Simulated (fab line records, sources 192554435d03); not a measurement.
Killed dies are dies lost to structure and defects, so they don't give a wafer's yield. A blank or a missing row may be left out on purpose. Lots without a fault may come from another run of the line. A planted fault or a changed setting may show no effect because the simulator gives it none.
Split-lot experiment | flow n5_finfet | 7 lots, 21 wafers read, on a route of 1938 steps

THE SPLIT
At N5_BEOL_M13_SPUTTER_44 (material Ta, target thk 10 nm, time 16.13 s), the setting time_s was moved away from the recipe's 16.13 s on 6 of the 21 wafers read, by -8.7% to +11.3%. The other wafers ran this setting at the recipe's value.

The reading is taken at the split's own step.

THE READING
Ta_of_BEOL_M13_SPUTTER_44.thk_nm (the simulator's own value, which no gauge read), in nm, at N5_BEOL_M13_SPUTTER_44 (material Ta, target thk 10 nm, time 16.13 s). The file gives no usual value for it. The 15 wafers here that ran the recipe average 10.0 nm, standard deviation 0.11 nm.

wafer  | tool, chamber at the split | time_s as run, s | against the recipe | Ta_of_BEOL_M13_SPUTTER_44.thk_nm, nm | against lot-mates on the recipe
L074.3 | pvd_sputter-02, -          | 16.13            | recipe             | 9.8                                  | -
L074.4 | pvd_sputter-02, -          | 16.13            | recipe             | 10                                   | -
L074.6 | pvd_sputter-02, -          | 14.72            | -8.7%              | 9.2                                  | -0.7
L078.1 | pvd_sputter-01, -          | 16.13            | recipe             | 10.2                                 | -
L078.2 | pvd_sputter-01, -          | 17.96            | +11.3%             | 11.2                                 | +1.1
L078.4 | pvd_sputter-01, -          | 16.13            | recipe             | 10                                   | -
L083.4 | pvd_sputter-01, -          | 16.81            | +4.2%              | 10.2                                 | +0.3
L083.5 | pvd_sputter-01, -          | 16.13            | recipe             | 10                                   | -
L083.6 | pvd_sputter-01, -          | 16.13            | recipe             | 9.8                                  | -
L089.2 | pvd_sputter-03, -          | 14.78            | -8.4%              | 9                                    | no lot-mate on the recipe
L089.4 | pvd_sputter-03, -          | 14.78            | -8.4%              | 9                                    | no lot-mate on the recipe
L089.3 | pvd_sputter-03, -          | 14.78            | -8.4%              | 8.8                                  | no lot-mate on the recipe
L087.2 | pvd_sputter-03, -          | 16.13            | recipe             | 10                                   | -
L087.3 | pvd_sputter-03, -          | 16.13            | recipe             | 10                                   | -
L087.6 | pvd_sputter-03, -          | 16.13            | recipe             | 10                                   | -
L091.2 | pvd_sputter-01, -          | 16.13            | recipe             | 10                                   | -
L091.3 | pvd_sputter-01, -          | 16.13            | recipe             | 10                                   | -
L091.4 | pvd_sputter-01, -          | 16.13            | recipe             | 10.2                                 | -
L096.1 | pvd_sputter-03, -          | 16.13            | recipe             | 9.8                                  | -
L096.4 | pvd_sputter-03, -          | 16.13            | recipe             | 10                                   | -
L096.6 | pvd_sputter-03, -          | 16.13            | recipe             | 10                                   | -

THE FIT
A straight line over all 21 wafers: Ta_of_BEOL_M13_SPUTTER_44.thk_nm changes by +0.11 nm for each +1% of time_s; r = +0.97; the points scatter about the line by 0.14 nm.
The same after taking each lot's own level away (the mean of its wafers on the recipe; 18 wafers): +0.089 nm for each +1%; r = +0.96; scatter 0.091 nm.
On that fit, the largest move of time_s shifts the reading by 1 nm.
The lots' own levels span 9.90 to 10.10 nm, that is 1.7 times the standard deviation above.
So the lot-to-lot level changes the slope: the two fits differ.
Check: with one of the wafers moved furthest among these (+11.3%) left out of the fit, the line predicts +0.885 nm for it against its lot-mates. It came out at +1.1 nm against them.

OTHER SPLITS ON THESE WAFERS
These wafers also went through other splits before the reading. Each is held against what the fit with the lots' levels taken away leaves over:
other split on the same wafers      | wafers away from the commonest value | r with Ta_of_BEOL_M13_SPUTTER_44.thk_nm (lot level and that fit taken away)
N5_BEOL_M10_TRENCH_ETCH_37 source_w | 4                                    | +0.30
N5_BEOL_M13_SPUTTER_43 power_w      | 7                                    | +0.00

THE FILE'S OWN FIT
Ta_of_BEOL_M13_SPUTTER_44.thk_nm changes by +0.0891 nm for each +1% of time_s, r = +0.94.
